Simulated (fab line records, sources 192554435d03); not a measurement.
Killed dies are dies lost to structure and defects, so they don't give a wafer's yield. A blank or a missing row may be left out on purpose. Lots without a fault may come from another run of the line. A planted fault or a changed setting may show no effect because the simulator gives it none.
A struck lot beside a sound one | flow n5_finfet | 36 steps out of a route of 1938
Sound: wafers L495.2, L495.4, L495.5. Struck: wafers L506.1, L506.5, L506.6. The cause comes at the end.
At each step with rows: each side's tool, then ch and its chambers, then its first start. Under that, the readings that differ: sound wafers | struck wafers | difference of the means | sigmas: that difference in standard deviations of wafers without a fault.
alike: readings whose means differ by less than 2 such deviations, and words and numbers that are the same on both sides. not compared: withheld readings, readings that some wafer has no value for, bounds like >300 that may hide the same value, and numbers for which the record gives no deviation and whose values overlap.
The two part at a step that has a row with sigmas, a row that says differs or no value, or rows on one side only. Numbers that don't overlap but have no deviation are shown without sigmas and don't part them. A reading that every wafer of one side lacks parts them only if that side has two wafers or more.

first, 9 steps without rows for these wafers: N5_BEOL_M4_ANNEAL_95 (time 240 s); N5_BEOL_M4_SPUTTER_96 (material Cu, target thk 4.5 nm, time 8.29 s); N5_BEOL_M4_ECD_50 (material Cu, target thk 300 nm); N5_BEOL_M4_ANNEAL_51 (time 90 s); N5_BEOL_M4_CMP_52 (polishes, stops on SiOC, t overpolish 6.8 s, target thk 40 nm); N5_BEOL_M4_PRE_CLEAN_60 (time 15 s); N5_BEOL_M4_CO_CAP_55 (material Co, precursor CCTBA/H2, target thk 2 nm, time 102.1 s); N5_BEOL_M4_PRE_CLEAN_56 (time 15 s); N5_BEOL_M4_DEP_57 (deposits SiCN from 3MS/NH3, target thk 8 nm, time 14 s).
N5_BEOL_M4_RC_MEAS_101:
  sound on prober-01 ch 0, day 9 18:02; struck on prober-02 ch 0, day 12 22:34
  alike: DIBL_N, DIBL_P, IOFF_N, IOFF_P, ION_N, ION_P, SS_N, SS_P, VT_N, VT_P
then, 24 steps without rows for these wafers: N5_BEOL_M5_ILD_DEP_00 (deposits SiCOH lowk from DEMS/porogen, target thk 140.64 nm, time 25.9 s); N5_BEOL_M5_CURE_79 (cures SiCOH lowk, time 240 s); N5_BEOL_M5_PECVD_70 (deposits SiO2 from TEOS/O2, target thk 16 nm, time 18 s); N5_BEOL_M5_HM_DEP_02 (deposits TiN, target thk 20 nm); N5_BEOL_M5_COAT_59 (time 60 s, resist thk 60 nm); N5_BEOL_M5_COAT_60 (time 60 s, resist thk 12 nm); N5_BEOL_M5_COAT_71 (time 60 s, resist thk 5 nm); N5_BEOL_M5_COAT_05 (resist thk 30 nm); N5_BEOL_M5_EBR_07; N5_BEOL_M5_SOFTBAKE_06 (time 60 s); N5_BEOL_M5_EXPOSE_08 (exposes mask M5, target cd 28 nm); N5_BEOL_M5_PEB_09 (peb time 60 s); N5_BEOL_M5_DEVELOP_10 (develop time 30 s); N5_BEOL_M5_DESCUM_16 (chemistry O2, time 7 s); N5_BEOL_M5_ETCH_72 (etches underlayer in N2/H2, target depth 6.5 nm, time 5.2 s); N5_BEOL_M5_ETCH_61 (etches SiARC in CF4, target depth 15.6 nm, time 26 s); N5_BEOL_M5_ETCH_62 (etches SOC in N2/H2, target depth 75 nm, overetch 15 nm, time 112.5 s); N5_BEOL_M5_STRIP_63 (strips in N2/H2); N5_BEOL_M5_STRIP_73 (strips in N2/H2); N5_BEOL_M5_STRIP_64 (strips in CF4); N5_BEOL_M5_HM_OPEN_17 (chemistry Cl2/BCl3, target TiN, target depth 20 nm, overetch 6 nm); N5_BEOL_M5_STRIP_19 (strips in O2); N5_BEOL_M5_COAT_65 (time 60 s, resist thk 60 nm); N5_BEOL_M5_COAT_66 (time 60 s, resist thk 12 nm).
-- the record jumps here: 2 days lie between the struck wafers' starts before and after (it left off in module BEOL_M5 and takes up again in module BEOL_M10, whose first step shown is number 1509 of the route) --
N5_BEOL_M10_VIA_ETCH_34: etches SiCOH lowk in C4F6/O2, target depth 184.5 nm, time 69.2 s.
  sound on rie_diel-01 ch 1,3, day 11 22:16; struck on rie_diel-01 ch 1,3, day 15 01:42
  no value came back on the struck wafers for any of 7 readings (C4F6_flow_sccm (sccm), O2_flow_sccm (sccm) and others); on the sound wafers C4F6_flow_sccm (sccm) reads 9.98 10.01 10.01
  reading                                     | sound        | struck         | difference | sigmas
  model.SiARC_of_BEOL_M10_COAT_64.thk_nm (nm) | 0 0 0        | 22.6 22.6 22.4 | +22.5      |
  model.SOC_of_BEOL_M10_COAT_63.thk_nm (nm)   | 91.8 92.2 92 | 99.8 99.6 99.6 | +7.7       |
  not compared: rf_hours_counter_h
-- the record jumps here: 3 days lie between the struck wafers' starts before and after (it left off in module BEOL_M10 and takes up again in module PASSIVATION, whose first step shown is number 1936 of the route) --
N5_PASSIVATION_PROBE_49:
  the record has rows for the struck wafers here (prober-02, day 17 17:48) and none for the sound ones

WHERE THEY PART
First at N5_BEOL_M10_VIA_ETCH_34; last, within this record, at N5_PASSIVATION_PROBE_49.

WHY: what the simulator had put in
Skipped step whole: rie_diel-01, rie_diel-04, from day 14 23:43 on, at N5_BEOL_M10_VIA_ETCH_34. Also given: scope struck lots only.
